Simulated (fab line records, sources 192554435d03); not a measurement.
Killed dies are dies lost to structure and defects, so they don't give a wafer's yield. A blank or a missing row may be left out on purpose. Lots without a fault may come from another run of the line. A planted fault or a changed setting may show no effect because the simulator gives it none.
Split-lot experiment | flow n5_finfet | 7 lots, 21 wafers read, on a route of 1938 steps

THE SPLIT
At N5_MIM_TOP_LITHO_EXPOSE_05 (exposes mask MIM TOP, target cd 2000 nm), the setting dose_mj was moved away from the recipe's 20.5 on 7 of the 21 wafers read, by -7.3% to +5.6%. The other wafers ran this setting at the recipe's value.

FROM THE SPLIT TO THE READING: what the file shows between them, 3 steps
- N5_MIM_TOP_LITHO_PEB_06
- N5_MIM_TOP_LITHO_DEVELOP_07: develop time 60 s
- N5_MIM_TOP_LITHO_HARDBAKE_09: time 120 s

THE READING
cd_nm, in nm, at N5_MIM_TOP_LITHO_CD_MEAS_08 (target cd 2000 nm). Fault-free wafers of this fab line usually give 1999.8 nm, standard deviation 2.3 nm.

wafer  | tool, chamber at the split | dose_mj as run | against the recipe | cd_nm, nm | against lot-mates on the recipe
L078.3 | krf_scanner-01, 0          | 20.5           | recipe             | 2000.6    | -
L078.4 | krf_scanner-01, 0          | 20.5           | recipe             | 1997.3    | -
L078.6 | krf_scanner-01, 0          | 20.5           | recipe             | 1996.1    | -
L085.2 | krf_scanner-02, 0          | 20.5           | recipe             | 1998.1    | -
L085.3 | krf_scanner-02, 0          | 20.5           | recipe             | 2000.3    | -
L085.5 | krf_scanner-02, 0          | 20.5           | recipe             | 1995.4    | -
L084.1 | krf_scanner-01, 0          | 21.65          | +5.6%              | 1991.1    | no lot-mate on the recipe
L084.3 | krf_scanner-01, 0          | 21.65          | +5.6%              | 1990.1    | no lot-mate on the recipe
L084.5 | krf_scanner-01, 0          | 21.65          | +5.6%              | 1992.3    | no lot-mate on the recipe
L087.1 | krf_scanner-02, 0          | 20.5           | recipe             | 1999.1    | -
L087.2 | krf_scanner-02, 0          | 20.5           | recipe             | 2001.1    | -
L087.6 | krf_scanner-02, 0          | 20.5           | recipe             | 2000.1    | -
L091.1 | krf_scanner-02, 0          | 19             | -7.3%              | 2011.6    | +12.0
L091.3 | krf_scanner-02, 0          | 20.5           | recipe             | 2000.8    | -
L091.5 | krf_scanner-02, 0          | 20.5           | recipe             | 1998.4    | -
L096.1 | krf_scanner-01, 0          | 20.5           | recipe             | 1998.7    | -
L096.4 | krf_scanner-01, 0          | 20.5           | recipe             | 2000.6    | -
L096.5 | krf_scanner-01, 0          | 21.55          | +5.1%              | 1993.5    | -6.2
L097.1 | krf_scanner-01, 0          | 21.18          | +3.3%              | 1995.3    | -6.4
L097.2 | krf_scanner-01, 0          | 21.18          | +3.3%              | 1994.7    | -7.0
L097.4 | krf_scanner-01, 0          | 20.5           | recipe             | 2001.7    | -

THE FIT
A straight line over all 21 wafers: cd_nm changes by -1.47 nm for each +1% of dose_mj; r = -0.93; the points scatter about the line by 1.7 nm.
The same after taking each lot's own level away (the mean of its wafers on the recipe; 18 wafers): -1.61 nm for each +1%; r = -0.93; scatter 1.5 nm.
On that fit, the largest move of dose_mj shifts the reading by 12 nm.
The lots' own levels span 1997.93 to 2001.70 nm, that is 1.6 times the standard deviation above.
So the lot-to-lot level changes the slope little: the two slopes agree.
Check: with one of the wafers moved furthest among these (-7.3%) left out of the fit, the line predicts +11.3 nm for it against its lot-mates. It came out at +12 nm against them.

THE FILE'S OWN FIT
cd_nm changes by -1.56 nm for each +1% of dose_mj, r = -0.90.
